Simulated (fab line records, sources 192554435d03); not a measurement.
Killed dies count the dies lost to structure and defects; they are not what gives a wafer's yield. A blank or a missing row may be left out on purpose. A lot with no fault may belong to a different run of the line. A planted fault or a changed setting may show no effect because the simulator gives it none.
Which of the tools did it?	flow n5 finfet	32 wafers from 11 lots sampled at 5 of the route's 1938 steps

WHAT THE GAUGES READ, wafer by wafer
N5_BEOL_M13_CD_MEAS_17: target cd 190 nm. Usual: cd nm 191.2 nm, standard deviation 2.
lot	measured	on	cd nm (nm)	flag
L781	day 10 08:24	cd sem-03	189.2 190.7 188.9	
L782	day 11 03:06	cd sem-03	191.9 191.3 192.3	
L789	day 12 23:16	cd sem-02	191.8 189.9	
L796	day 14 14:25	cd sem-02	193.2 190.4 191.6	
L798	day 15 07:51	cd sem-03	194.7 191.8 192.6	
L799	day 15 08:14	cd sem-01	193.2 190.3 188.9	
L801	day 15 15:47	cd sem-03	190.0 194.5 190.2	
L800	day 15 16:12	cd sem-02	191.0 192.4 192.4	
L802	day 16 01:56	cd sem-03	187.9 190.8 189.5	
L803	day 16 12:01	cd sem-01	190.4 190.9 192.0	
L804	day 16 12:23	cd sem-02	191.4 187.9 189.1	

N5_BEOL_M13_OVL_MEAS_29. Usual: for M13_OVL the level is 0 nm and the standard deviation is 5.6.
lot	measured	on	M13_OVL (nm)	flag
L781	day 10 08:53	overlay-02	-1 6 4	
L782	day 11 03:28	overlay-02	10 -9 3	
L789	day 12 23:45	overlay-01	-2 -2	
L796	day 14 14:54	overlay-02	0 5 -8	
L798	day 15 08:13	overlay-01	-3 -1 -2	
L799	day 15 08:36	overlay-01	-5 5 -6	
L801	day 15 16:08	overlay-01	-1 2 7	
L800	day 15 16:41	overlay-02	-8 -1 -5	
L802	day 16 02:17	overlay-01	-6 6 -3	
L803	day 16 12:22	overlay-02	-2 8 8	
L804	day 16 12:52	overlay-02	-3 1 -12	

N5_BEOL_M14_THK_MEAS_01. Usual: for M14_ILD_THK the level is 1112 nm and the standard deviation is 17.
lot	measured	on	M14_ILD_THK (nm)	flag
L781	day 10 14:04	film metro-01	1112 1116 1127	
L782	day 11 09:27	film metro-02	1101 1106 1129	
L789	day 13 04:14	film metro-02	1149 1162	
L796	day 14 19:55	film metro-01	1113 1144 1131	
L798	day 15 11:16	film metro-01	1103 1129 1120	
L799	day 15 12:13	film metro-01	1114 1135 1137	
L801	day 15 19:28	film metro-01	1099 1117 1112	
L800	day 15 20:36	film metro-01	1109 1112 1101	
L802	day 16 04:54	film metro-01	1104 1088 1121	
L803	day 16 18:31	film metro-01	1101 1113 1141	
L804	day 16 18:59	film metro-01	1124 1139 1123	

TOOL THAT RAN EACH LOT (tool first, then ch and the chambers of the sampled wafers, then the start)
lot	N5_BEOL_M13_SPUTTER_45	N5_BEOL_M14_ILD_DEP_00
L781	pvd sputter-03, day 10 12:41	pecvd-04 ch 0,2, day 10 13:52
L782	pvd sputter-03, day 11 07:20	pecvd-01 ch 0,1,2, day 11 09:16
L789	pvd sputter-01, day 13 02:59	pecvd-01 ch 1,2, day 13 04:03
L796	pvd sputter-02, day 14 18:40	pecvd-03 ch 0,2, day 14 19:44
L798	pvd sputter-01, day 15 09:53	pecvd-03 ch 0,1, day 15 11:00
L799	pvd sputter-02, day 15 10:58	pecvd-04 ch 0,2, day 15 12:02
L801	pvd sputter-01, day 15 17:58	pecvd-03 ch 0,2, day 15 19:17
L800	pvd sputter-02, day 15 19:16	pecvd-03 ch 0,2, day 15 20:25
L802	pvd sputter-02, day 16 03:38	pecvd-01 ch 0,1, day 16 04:43
L803	pvd sputter-03, day 16 17:16	pecvd-04 ch 1,2, day 16 18:20
L804	pvd sputter-03, day 16 17:43	pecvd-04 ch 0,1,2, day 16 18:48
- N5_BEOL_M13_SPUTTER_45: material Cu, target thk 80 nm, time 13.33 s.
- N5_BEOL_M14_ILD_DEP_00: deposits SiO2 from TEOS/O2, target thk 1119.3 nm, time 237.4 s.

AS READ BY THE TOOLS THEMSELVES (means over the sampled wafers that have a number; for cases with no such wafer, the mark the record gives instead)
N5_BEOL_M13_SPUTTER_45. Usual: cathode dc power W 25999 W, standard deviation 4.3; chuck gas flow sccm 1.27 sccm, standard deviation 0.049; throttle valve pct 29.7 %, standard deviation 0.73.
lot	tool	cathode dc power W (W)	chuck gas flow sccm (sccm)	throttle valve pct (%)	flag
L781	pvd sputter-03	25996	1.29	30.4	
L782	pvd sputter-03	26004	1.30	30.3	
L789	pvd sputter-01	25996	1.21	29.5	
L796	pvd sputter-02	25998	1.24	30.0	
L798	pvd sputter-01	25994	1.34	29.1	
L799	pvd sputter-02	25997	1.26	29.6	
L801	pvd sputter-01	26002	1.23	29.1	
L800	pvd sputter-02	26002	1.25	29.9	
L802	pvd sputter-02	25997	1.31	29.6	
L803	pvd sputter-03	25998	1.24	30.1	
L804	pvd sputter-03	26002	1.27	30.3	

N5_BEOL_M14_ILD_DEP_00. Usual: chamber pressure Torr 6.500 Torr, standard deviation 0.015; heater power w 554 W, standard deviation 95; run length s 280.2 s, standard deviation 0.56; showerhead plenum p Torr 8.375 Torr, standard deviation 0.029; throttle valve pct 19.0 %, standard deviation 0.95.
lot	tool	chamber pressure Torr (Torr)	heater power w (W)	run length s (s)	showerhead plenum p Torr (Torr)	throttle valve pct (%)	flag
L781	pecvd-04	6.511	591	279.8	8.355	18.0	
L782	pecvd-01	6.489	529	280.1	8.411	19.5	
L789	pecvd-01	6.495	488	294.9	8.377	19.1	OFF
L796	pecvd-03	6.496	530	280.0	8.339	18.0	
L798	pecvd-03	6.501	560	280.8	8.341	19.4	
L799	pecvd-04	6.509	603	279.8	8.374	18.4	
L801	pecvd-03	6.500	531	280.6	8.337	18.5	
L800	pecvd-03	6.513	563	280.6	8.351	18.4	
L802	pecvd-01	6.514	627	280.0	8.426	19.9	
L803	pecvd-04	6.485	547	280.1	8.392	19.0	
L804	pecvd-04	6.483	545	280.1	8.373	18.6	

THE ANSWER, worked out from the rows above alone
Rule: a lot is off if the mean of its wafers that have a number lies more than 3 standard deviations from the usual mean. Also off: a lot with no number at a reading for which 4 or more lots have one. The other lots that the step has rows for count as sound. Order of review: gauges by route order, followed by the tools' own readings, for which a lot's mean as printed above is used. The first step at which some lot is off is used, and at that step the reading that is off furthest; a lot without a number counts as furthest.
Off: L789, at N5_BEOL_M14_ILD_DEP_00 (run length s).
A tool fits if, at that step or a process step before it, it ran every lot that is off, and no sound lot after the first of them. None of those tried fits.

WHAT THE SIMULATOR HAD PUT IN
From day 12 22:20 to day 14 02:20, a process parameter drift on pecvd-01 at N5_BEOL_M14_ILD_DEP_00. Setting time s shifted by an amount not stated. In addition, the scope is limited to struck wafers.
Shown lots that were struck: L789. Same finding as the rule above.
